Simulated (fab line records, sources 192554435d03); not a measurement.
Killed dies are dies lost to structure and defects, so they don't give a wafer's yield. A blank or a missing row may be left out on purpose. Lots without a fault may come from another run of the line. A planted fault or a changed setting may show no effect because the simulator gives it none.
fab line records | flow n5_finfet
record lots=8 wafers=22 last_day=18
route steps=1938 shown DUMMY_GATE@249 SD_EPI_N@273 SD_EPI_P@305 SD_ACTIVATION@334 BEOL_M4@1111 PASSIVATION@1936
lots that met no fault: from a run of the same line without faults
start_h: hours from the record's first day to the start of the lot's first wafer shown | wait_h: hours since the lot's step before | " the same as in the row above | L1.1+2: a row that stands for several wafers | - no value, or no start given | * or withheld: withheld | < > ~ a bound
route shown NAME@n: a module of which the file shows steps, and the number in the route of the first | usual: mean/standard deviation of fault-free wafers | same: alike in all rows | chamber/n: place in a boat | sites: the reading at each site | _std_site: their standard deviation | _edge_site: outer sites' mean less inner sites' | radius_mm: how far each site lies from the wafer's centre | mask NAME#n: copy n | behind: the tool/chamber that last shaped the wafer | hold: why the lot was held/for how many hours/how that ended | device: the transistor (n, p or np) that didn't switch | end of line: the same wafers' tests at the end of the route | a step without rows: its recipe alone | killed: dies lost to structure and defects at the first sort, not the wafer's yield | map: a wafer's dies, x killed, . not, _ none there
set.NAME: the setting as run; set.NAME@STEP: as run at that earlier step | model.NAME: the simulator's own value behind a step, which no gauge read
steps of the route over a sample of lots; a table a step, a row a wafer
services: from which hour (start_h, from the record's first day; less than 0 if before it) a tool's chamber was out of use, for how many hours, and why
## steps
# step N5_DUMMY_GATE_CD_MEAS_24
# recipe target_cd_nm=15
# usual cd_nm=15.1/0.37
# columns lot.wafer tool chamber start_h wait_h cd_nm
L656.2 cd_sem-02 - 47.71 0.1 14.6
L656.3 " - " " 15.6
L656.4 " - " " 15.1
L660.2 cd_sem-03 - 71.95 0.1 15.4
L660.5 " - " " 15.8
L660.6 " - " " 15.1
L665.1 cd_sem-02 - 101.45 0.1 15.0
L665.3 " - " " 15.0
L665.4 " - " " 15.1
L667.4 cd_sem-03 - 114.82 0.1 15.3
L667.6 " - " " 15.4
L668.1 cd_sem-02 - 121.17 0.1 15.2
L668.2 " - " " 15.4
L668.4 " - " " 15.3
L672.1 cd_sem-02 - 142.52 0.1 14.7
L672.2 " - " " 14.5
L672.3 " - " " 15.0
L673.1 cd_sem-02 - 148.46 0.1 14.9
L673.2 " - " " 14.7
L673.6 " - " " 15.8
L679.1 cd_sem-01 - 188.57 0.1 15.1
L679.4 " - " " 15.0
# step N5_DUMMY_GATE_ETCH_42
# recipe chemistry=CHF3/O2 target=SiO2 target_depth_a=35 time_s=31 ion_energy_ev=30 bias_w=12 pressure_mtorr=30 source_w=600 Ar_flow_sccm=200 CHF3_flow_sccm=50 O2_flow_sccm=5
# usual O2_flow_sccm=5.003/0.013 drypump_motor_current_A=5.58/0.27 oes_product_au=0.78/0.076 rf_fwd_power_W=594.2/2.1 rf_vpp_V=42.5/1.1 showerhead_plenum_p_Torr=2.44/0.058 throttle_valve_pct=18.77/0.18
# columns lot.wafer tool chamber start_h wait_h O2_flow_sccm drypump_motor_current_A oes_product_au rf_fwd_power_W rf_hours_counter_h rf_vpp_V showerhead_plenum_p_Torr throttle_valve_pct
L656.2 rie_diel-06 2 47.77 0.1 4.984 5.56 0.74 594.3 149 41.7 2.42 18.90
L656.3 " 1 " " 4.976 5.30 0.70 594.4 228 42.7 2.49 18.92
L656.4 " 0 " " 5.010 5.83 0.76 594.9 127 40.0 2.52 18.81
L660.2 rie_diel-05 1 72.00 0.0 5.028 5.29 0.84 590.7 57 43.4 2.42 18.36
L660.5 " 3 " " 5.000 5.54 0.72 593.7 - 43.5 2.39 19.00
L660.6 " 2 " " 4.992 5.56 0.90 595.3 - 44.2 2.46 18.70
L665.1 rie_diel-01 2 101.56 0.1 5.024 5.26 0.69 592.3 203 43.4 2.39 18.70
L665.3 " 0 " " 5.018 6.08 0.67 595.5 242 42.1 2.45 19.00
L665.4 " 1 " " 4.996 5.93 0.72 592.9 204 41.5 2.47 19.05
L667.4 rie_diel-01 3 114.86 0.0 4.999 5.72 0.77 594.6 175 42.8 2.50 18.56
L667.6 " 3 " " 5.006 5.74 0.78 591.1 - 42.7 2.50 18.55
L668.1 rie_diel-05 3 121.25 0.1 5.042 5.54 0.71 594.6 199 42.7 2.39 19.01
L668.2 " 0 " " 4.988 6.05 0.76 590.2 150 43.6 2.53 18.73
L668.4 " 2 " " 5.017 5.56 0.88 599.3 35 43.7 2.46 18.73
L672.1 rie_diel-01 2 142.56 0.0 4.989 5.26 0.69 595.3 218 41.8 2.39 18.72
L672.2 " 1 " " 5.016 5.96 0.71 593.7 218 42.7 2.46 19.07
L672.3 " 3 " " 5.032 5.75 0.76 593.2 185 42.0 2.49 18.55
L673.1 rie_diel-06 0 148.50 0.0 4.996 5.88 0.74 594.6 161 42.1 2.51 18.86
L673.2 " 2 " " 5.001 5.56 0.72 592.5 184 42.6 2.40 18.94
L673.6 " 2 " " 4.991 5.55 0.72 597.7 - 43.2 2.40 18.94
L679.1 rie_diel-06 2 188.62 0.0 4.998 5.55 0.72 596.6 193 41.0 2.40 18.96
L679.4 " 2 " " 4.989 5.56 0.72 592.4 - 42.1 2.40 18.98
# step N5_SD_EPI_N_DESCUM_14
# recipe chemistry=O2 time_s=7.9 source_power_w=50 bias_power_w=20 pressure_mtorr=20 rf_frequency_hz=2.712e+07 temp_c=40 resist=CAR-ArF-block o2_flow_sccm=225
# usual drypump_motor_current_A=5.5/0.5 oes_product_au=0.76/0.087 rf_fwd_power_W=49.43/0.22 rf_vpp_V=243.1/1.3 showerhead_plenum_p_Torr=2.08/0.062 throttle_valve_pct=20.50/0.21
# columns lot.wafer tool chamber start_h wait_h drypump_motor_current_A oes_product_au rf_fwd_power_W rf_hours_counter_h rf_vpp_V showerhead_plenum_p_Torr throttle_valve_pct
L656.2 rie_diel-04 0 49.18 0.0 5.0 0.71 49.49 208 242.9 2.05 20.45
L656.3 " 3 " " 6.2 0.71 49.27 214 242.1 2.07 20.47
L656.4 " 1 " " 6.0 0.76 49.47 150 245.5 2.18 20.75
L660.2 rie_diel-02 0 73.28 0.0 5.1 0.74 49.75 180 242.1 1.98 20.77
L660.5 " 0 " " 5.1 0.73 49.71 - 240.4 1.98 20.78
L660.6 " 3 " " 5.3 0.70 49.75 - 241.6 1.98 20.61
L665.1 rie_diel-02 1 103.23 0.4 6.4 0.70 49.01 228 240.6 2.06 20.10
L665.3 " 0 " " 5.1 0.73 49.41 190 241.2 1.98 20.80
L665.4 " 3 " " 5.3 1.03 49.65 0 245.3 2.24 20.25
L667.4 rie_diel-03 3 116.20 0.0 5.1 0.75 49.42 121 246.3 2.17 20.24
L667.6 " 1 " " 5.3 0.85 49.29 - 242.2 2.06 20.24
L668.1 rie_diel-04 3 122.94 0.3 6.2 0.70 49.36 242 242.4 2.06 20.52
L668.2 " 2 " " 5.1 0.71 49.68 244 242.7 2.07 20.60
L668.4 " 0 " " 4.9 0.69 49.38 236 243.3 2.04 20.50
L672.1 rie_diel-04 0 143.97 0.0 5.0 0.70 49.44 243 243.6 2.04 20.51
L672.2 " 1 " " 6.0 0.74 49.41 182 243.6 2.17 20.80
L672.3 " 3 " " 6.2 0.70 49.14 249 243.1 2.06 20.53
L673.1 rie_diel-02 0 149.71 0.0 5.1 0.70 49.72 206 241.5 1.97 20.82
L673.2 " 2 " " 5.1 0.86 49.61 48 241.4 2.05 20.31
L673.6 " 2 " " 5.1 0.86 49.58 - 243.3 2.05 20.31
L679.1 rie_diel-03 3 190.49 0.0 5.1 0.73 49.65 153 243.7 2.16 20.29
L679.4 " 1 " " 5.3 0.81 49.15 - 241.3 2.05 20.28
# step N5_SD_EPI_N_SD_RECESS_17
# recipe chemistry=HBr/Cl2/O2 target_depth_a=410 mask_material=SOC time_s=23.7 bt_time_s=3 pressure_mtorr=10 icp_w=800 bias_w=112 HBr_flow_sccm=150 Cl2_flow_sccm=80 O2_flow_sccm=12
# usual HBr_flow_sccm=149.9/0.42 O2_flow_sccm=12.00/0.037 drypump_motor_current_A=5.7/0.42 oes_product_au=0.999/0.019 rf_fwd_power_W=796.0/2.7 throttle_valve_pct=37.1/0.38
# columns lot.wafer tool chamber start_h wait_h HBr_flow_sccm O2_flow_sccm drypump_motor_current_A oes_product_au rf_fwd_power_W rf_hours_counter_h throttle_valve_pct
L656.2 rie_si-04 3 49.87 0.0 150.6 12.01 5.8 0.991 799.8 194 36.4
L656.3 " 2 " " 150.4 11.95 6.0 1.014 794.8 50 37.7
L656.4 " 0 " " 150.2 12.03 6.0 0.979 791.9 124 37.3
L660.2 rie_si-02 0 73.97 0.0 150.5 11.94 5.3 0.970 790.2 4 37.1
L660.5 " 0 " " 150.2 12.01 5.3 0.980 793.7 - 37.2
L660.6 " 1 " " 149.9 12.03 6.2 1.013 794.2 - 36.7
L665.1 rie_si-04 1 103.91 0.0 149.7 11.99 5.8 0.969 795.3 49 37.3
L665.3 " 2 " " 149.8 12.02 6.0 1.022 793.0 51 37.7
L665.4 " 3 " " 149.3 12.02 5.9 0.986 793.9 195 36.4
L667.4 rie_si-02 0 116.88 0.0 149.8 11.96 5.3 0.980 796.3 5 37.2
L667.6 " 2 " " 149.6 12.01 4.9 1.013 794.0 - 37.4
L668.1 rie_si-04 1 123.64 0.0 149.3 11.97 5.8 0.969 797.3 50 37.3
L668.2 " 3 " " 149.4 12.06 5.9 0.992 792.5 196 36.4
L668.4 " 2 " " 150.2 11.95 6.0 1.016 791.2 51 37.7
L672.1 rie_si-03 2 144.65 0.0 149.9 11.96 6.0 1.011 795.6 5 36.8
L672.2 " 0 " " 150.3 11.97 6.2 1.020 800.5 7 36.7
L672.3 " 3 " " 150.4 12.04 5.8 0.999 800.8 77 37.0
L673.1 rie_si-04 2 150.39 0.0 150.5 12.00 6.0 1.021 795.6 52 37.7
L673.2 " 0 " " 149.6 11.97 6.0 0.979 796.8 126 37.3
L673.6 " 2 " " 149.8 11.96 6.0 1.029 794.0 - 37.7
L679.1 rie_si-02 3 191.17 0.0 150.4 12.04 5.7 1.026 794.0 133 36.5
L679.4 " 2 " " 149.4 12.00 4.9 1.018 796.4 77 37.4
# step N5_SD_EPI_N_INSPECT_26
# recipe inspect_instrument=darkfield mode=post_epi
# usual raw_defect_count=208/40
# columns lot.wafer tool chamber start_h wait_h raw_defect_count
L656.2 defect_inspect-01 - 53.15 0.1 163
L656.3 " - " " 189
L656.4 " - " " 202
L660.2 defect_inspect-01 - 77.23 0.1 221
L660.5 " - " " 210
L660.6 " - " " 218
L665.1 defect_inspect-01 - 107.27 0.1 221
L665.3 " - " " 222
L665.4 " - " " 251
L667.4 defect_inspect-01 - 120.23 0.1 184
L667.6 " - " " 227
L668.1 defect_inspect-02 - 127.40 0.2 486
L668.2 " - " " 581
L668.4 " - " " 511
L672.1 defect_inspect-01 - 148.29 0.1 173
L672.2 " - " " 223
L672.3 " - " " 183
L673.1 defect_inspect-01 - 153.69 0.1 568
L673.2 " - " " 528
L673.6 " - " " 502
L679.1 defect_inspect-01 - 194.75 0.1 128
L679.4 " - " " 213
# step N5_SD_EPI_P_INSPECT_11
# recipe mode=adi inspect_instrument=macro
# usual raw_defect_count=2.1/1.4
# columns lot.wafer tool chamber start_h wait_h raw_defect_count
L656.2 defect_inspect-02 - 53.61 0.0 2
L656.3 " - " " 2
L656.4 " - " " 0
L660.2 defect_inspect-01 - 77.68 0.0 0
L660.5 " - " " 1
L660.6 " - " " 3
L665.1 defect_inspect-01 - 107.60 0.0 1
L665.3 " - " " 2
L665.4 " - " " 0
L667.4 defect_inspect-01 - 120.55 0.0 0
L667.6 " - " " 2
L668.1 defect_inspect-01 - 127.74 0.0 >300
L668.2 " - " " >300
L668.4 " - " " >300
L672.1 defect_inspect-02 - 148.74 0.0 1
L672.2 " - " " 5
L672.3 " - " " 3
L673.1 defect_inspect-01 - 154.14 0.0 >300
L673.2 " - " " >300
L673.6 " - " " >300
L679.1 defect_inspect-01 - 195.08 0.0 0
L679.4 " - " " 2
# step N5_SD_EPI_P_INSPECT_26
# recipe inspect_instrument=darkfield mode=post_epi
# usual raw_defect_count=176/39
# columns lot.wafer tool chamber start_h wait_h raw_defect_count
L656.2 defect_inspect-01 - 57.90 0.0 144
L656.3 " - " " 156
L656.4 " - " " 181
L660.2 defect_inspect-01 - 81.56 0.0 254
L660.5 " - " " 173
L660.6 " - " " 294
L665.1 defect_inspect-01 - 111.36 0.0 190
L665.3 " - " " 183
L665.4 " - " " 162
L667.4 defect_inspect-01 - 124.31 0.0 182
L667.6 " - " " 208
L668.1 defect_inspect-02 - 131.51 0.0 472
L668.2 " - " " 541
L668.4 " - " " 475
L672.1 defect_inspect-01 - 152.50 0.0 134
L672.2 " - " " 176
L672.3 " - " " 148
L673.1 defect_inspect-01 - 157.97 0.0 487
L673.2 " - " " 513
L673.6 " - " " 473
L679.1 defect_inspect-01 - 198.83 0.0 97
L679.4 " - " " 193
# step N5_SD_ACTIVATION_INSPECT_02
# recipe inspect_instrument=darkfield mode=post_anneal
# usual raw_defect_count=176/38
# columns lot.wafer tool chamber start_h wait_h raw_defect_count
L656.2 defect_inspect-02 - 58.65 0.1 153
L656.3 " - " " 142
L656.4 " - " " 182
L660.2 defect_inspect-01 - 82.32 0.2 244
L660.5 " - " " 184
L660.6 " - " " 289
L665.1 defect_inspect-02 - 112.18 0.2 200
L665.3 " - " " 183
L665.4 " - " " 161
L667.4 defect_inspect-02 - 125.07 0.1 177
L667.6 " - " " 217
L668.1 defect_inspect-02 - 132.28 0.2 476
L668.2 " - " " 539
L668.4 " - " " 486
L672.1 defect_inspect-01 - 153.26 0.2 143
L672.2 " - " " 168
L672.3 " - " " 141
L673.1 defect_inspect-01 - 158.73 0.2 497
L673.2 " - " " 519
L673.6 " - " " 467
L679.1 defect_inspect-02 - 199.68 0.2 89
L679.4 " - " " 188
# step N5_BEOL_M4_RC_MEAS_101
# usual DIBL_N=35.8/1.5 DIBL_P=35.9/1.8 IOFF_N=0.152/0.025 IOFF_P=0.21/0.031 ION_N=672/11 ION_P=462/7.4 SS_N=71.5/0.52 SS_P=73.2/0.54 VT_N=250/3 VT_P=-250/3.3
# columns lot.wafer tool chamber start_h wait_h DIBL_N[mV/V] DIBL_P[mV/V] IOFF_N[nA/um] IOFF_P[nA/um] ION_N[uA/um] ION_P[uA/um] SS_N[mV/dec] SS_P[mV/dec] VT_N[mV] VT_P[mV]
L656.2 prober-02 0 172.02 0.2 37.7 37.6 0.168 0.25 681 470 71.9 73.4 250 -247
L656.3 " 0 " " 35.8 35.2 0.146 0.20 669 463 71.5 73.2 250 -248
L656.4 " 0 " " 35.6 36.1 0.145 0.22 672 472 71.4 72.5 251 -248
L660.2 prober-01 0 199.76 0.2 33.9 34.8 0.122 0.16 670 457 70.9 72.9 250 -254
L660.5 " 0 " " 34.9 35.9 0.143 0.17 674 452 70.7 73.0 251 -252
L660.6 " 0 " " 34.1 35.4 0.125 0.16 665 459 71.5 72.6 251 -256
L665.1 prober-01 0 230.98 0.0 35.9 35.9 0.158 0.21 673 464 71.3 72.6 248 -245
L665.3 " 0 " " 36.2 36.9 0.169 0.23 684 469 71.0 73.7 248 -248
L665.4 " 0 " " 35.8 36.0 0.161 0.21 685 466 70.9 73.8 248 -251
L668.1 prober-01 0 236.76 0.0 37.1 37.8 0.177 0.23 667 458 71.3 74.7 248 -248
L668.2 " 0 " " 34.2 34.8 0.128 0.18 677 467 71.8 73.7 252 -250
L668.4 " 0 " " 35.5 36.5 0.145 0.20 672 459 71.3 74.1 251 -253
L667.4 prober-02 0 240.38 0.5 36.5 35.2 0.167 0.21 681 466 72.1 72.9 251 -246
L667.6 " 0 " " 35.9 34.6 0.151 0.20 670 462 70.9 73.4 250 -248
L672.1 prober-01 0 263.71 0.0 37.7 38.6 0.218 0.29 700 484 72.0 74.3 244 -243
L672.2 " 0 " " 36.0 35.8 0.172 0.23 676 465 71.6 72.8 245 -248
L672.3 " 0 " " 36.5 38.0 0.196 0.28 706 489 72.4 73.7 245 -243
L673.1 prober-01 0 284.90 0.0 34.6 35.8 0.160 0.20 672 456 71.6 73.2 247 -250
L673.2 " 0 " " 36.3 37.8 0.185 0.24 692 470 71.3 73.8 245 -250
L673.6 " 0 " " 35.0 36.7 0.175 0.22 701 472 71.0 73.5 246 -250
L679.1 prober-02 0 321.00 0.0 35.6 35.7 0.151 0.21 666 465 71.9 73.4 251 -251
L679.4 " 0 " " 35.0 34.9 0.137 0.19 675 472 71.3 72.8 256 -253
# step N5_PASSIVATION_PROBE_49
# usual defect_limited_yield=91.7/1.7 killed_at_M0_to_M3=34/10 killed_at_M4_up=13/5.1 killed_at_contacts=12/6.2 killed_at_front_end=36/12 killed_at_other=3.2/2.6 killed_dies=98/20 killed_open=65/13 killed_short=32/8.4 sort_bin_5_function=4.8/1.1 sort_bin_6_memory=3.2/0.74 sort_n_pass=1082/20 sort_yield_pct=91.7/1.7
# same gross_dies=1180 killed_at_back_side=0 sort_bin_4_leakage[%]=0 sort_bin_8_speed[%]=0
# columns lot.wafer tool chamber start_h wait_h defect_limited_yield[%] killed_at_M0_to_M3 killed_at_M4_up killed_at_contacts killed_at_front_end killed_at_other killed_dies killed_open killed_short sort_bin_5_function[%] sort_bin_6_memory[%] sort_n_pass sort_yield_pct[%]
L668.1 prober-01 - 339.82 0.0 84.7 20 15 1 142 3 181 51 25 9.5 4.2 999 84.7
L668.2 prober-01 - 339.87 0.1 86.9 30 10 6 105 3 154 55 29 9.0 3.0 1026 86.9
L668.4 prober-01 - 339.97 0.2 86.4 14 15 4 120 8 161 43 19 9.3 3.1 1019 86.4
L673.1 prober-01 - 376.49 0.0 85.8 23 9 6 128 1 167 39 28 9.7 2.9 1013 85.8
L673.2 prober-01 - 376.54 0.1 88.7 30 12 12 74 5 133 66 24 7.3 3.0 1047 88.7
L673.6 prober-01 - 376.74 0.3 82.9 28 9 14 144 7 202 62 34 9.9 5.4 978 82.9
# killed by level:class
L668.1 SD_EPI_N:unspecified=105 STI_FIN_REVEAL:geometric_particle:open=12 BEOL_M3:geometric_particle:open=7 BEOL_M4:geometric_particle:open=6 GATE_CUT:geometric_particle:short=5 BEOL_M1:geometric_particle:open=5 FIN_SAQP:geometric_particle:short=4 FIN_SAQP:geometric_particle:open=4
L668.2 SD_EPI_N:unspecified=70 FIN_SAQP:geometric_particle:short=8 STI_FIN_REVEAL:geometric_particle:open=6 BEOL_M3:geometric_particle:open=6 GATE_CUT:geometric_particle:short=5 MOL_CONTACT_COAG:geometric_particle:open=5 BEOL_M0_SAQP:geometric_particle:short=5 BEOL_M0_SAQP:geometric_particle:open=5
L668.4 SD_EPI_N:unspecified=99 BEOL_M4:geometric_particle:open=10 STI_FIN_REVEAL:geometric_particle:open=7 BEOL_M3:geometric_particle:open=7 FIN_SAQP:geometric_particle:short=3 MOL_CONTACT_COAG:geometric_particle:open=3 BEOL_M0_SAQP:geometric_particle:open=3 PAD_METAL:geometric_particle:open=3
L673.1 SD_EPI_N:unspecified=100 GATE_CUT:geometric_particle:short=6 BEOL_M0_SAQP:geometric_particle:short=6 FIN_SAQP:geometric_particle:short=5 BEOL_M3:geometric_particle:open=5 MOL_CONTACT_COAG:geometric_particle:open=5 STI_FIN_REVEAL:geometric_particle:open=4 GATE_CUT:geometric_particle:open=4
L673.2 SD_EPI_N:unspecified=42 BEOL_M3:geometric_particle:open=14 MOL_CONTACT_COAG:geometric_particle:open=10 STI_FIN_REVEAL:geometric_particle:open=9 FIN_SAQP:geometric_particle:short=6 FIN_SAQP:geometric_particle:open=5 BEOL_M1:geometric_particle:open=4 BEOL_M5:geometric_particle:open=4
L673.6 SD_EPI_N:unspecified=105 MOL_CONTACT_COAG:geometric_particle:open=10 STI_FIN_REVEAL:geometric_particle:open=9 BEOL_M2:geometric_particle:open=9 GATE_CUT:geometric_particle:short=8 FIN_SAQP:geometric_particle:open=7 BEOL_M1:geometric_particle:open=5 BEOL_M3:geometric_particle:open=5
## services
# columns tool chamber start_h hours kind
rie_si-03 - 26.22 1.2 repair
rie_si-02 1 26.48 19.3 repair
rie_si-03 3 30.37 5.1 repair
rie_diel-01 0 35.29 4.0 repair
rie_si-03 1 39.23 1.2 repair
rie_si-02 - 43.05 3.5 repair
rie_si-03 1 59.21 1.6 repair
rie_diel-03 0 63.04 1.6 repair
rie_diel-05 1 73.51 5.2 repair
rie_si-03 2 75.40 5.5 repair
rie_si-02 - 83.60 2.8 pm
rie_diel-02 3 87.23 - clean
rie_diel-02 3 87.23 - consumable_replace:focus_ring
rie_diel-02 3 87.23 - consumable_replace:showerhead
rie_si-03 2 98.76 11.3 repair
rie_diel-03 1 129.58 13.2 repair
rie_diel-06 1 130.63 9.8 repair
rie_si-04 3 139.61 - clean
rie_si-04 3 139.61 21.5 scheduled_down
rie_si-04 3 139.61 21.5 vent_cycle
rie_diel-06 2 149.71 12.8 repair
rie_diel-01 3 157.99 1.5 repair
rie_si-03 0 175.47 5.9 repair
rie_diel-06 1 177.25 22.2 repair
## key
first_sign step=N5_SD_EPI_N_INSPECT_26 reading=raw_defect_count direction=up sigmas=8.1 usual=208 struck=529
effect step=N5_SD_EPI_P_INSPECT_11 reading=raw_defect_count direction=up sigmas=99+ usual=2.1 struck=>300
effect step=N5_SD_EPI_P_INSPECT_26 reading=raw_defect_count direction=up sigmas=8.1 usual=176 struck=494
effect step=N5_SD_ACTIVATION_INSPECT_02 reading=raw_defect_count direction=up sigmas=8.5 usual=176 struck=497
effect step=N5_PASSIVATION_PROBE_49 reading=killed_at_front_end direction=up sigmas=6.9 usual=36 struck=119
more_kills_born_at N5_SD_EPI_N_SD_RECESS_17@rie_si-04=521
met_at N5_SD_EPI_N_SD_RECESS_17
struck_lots L668,L673
not_acting_at N5_DUMMY_GATE_CD_MEAS_24,N5_DUMMY_GATE_ETCH_42,N5_SD_EPI_N_DESCUM_14
onset_between 103.91 123.64
fault kind=chamber_particle_source tool=rie_si-04 chamber=- onset_h=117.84 steps=N5_SD_EPI_N_SD_RECESS_17 rate_per_visit_cm2=0.55833 end_h=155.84
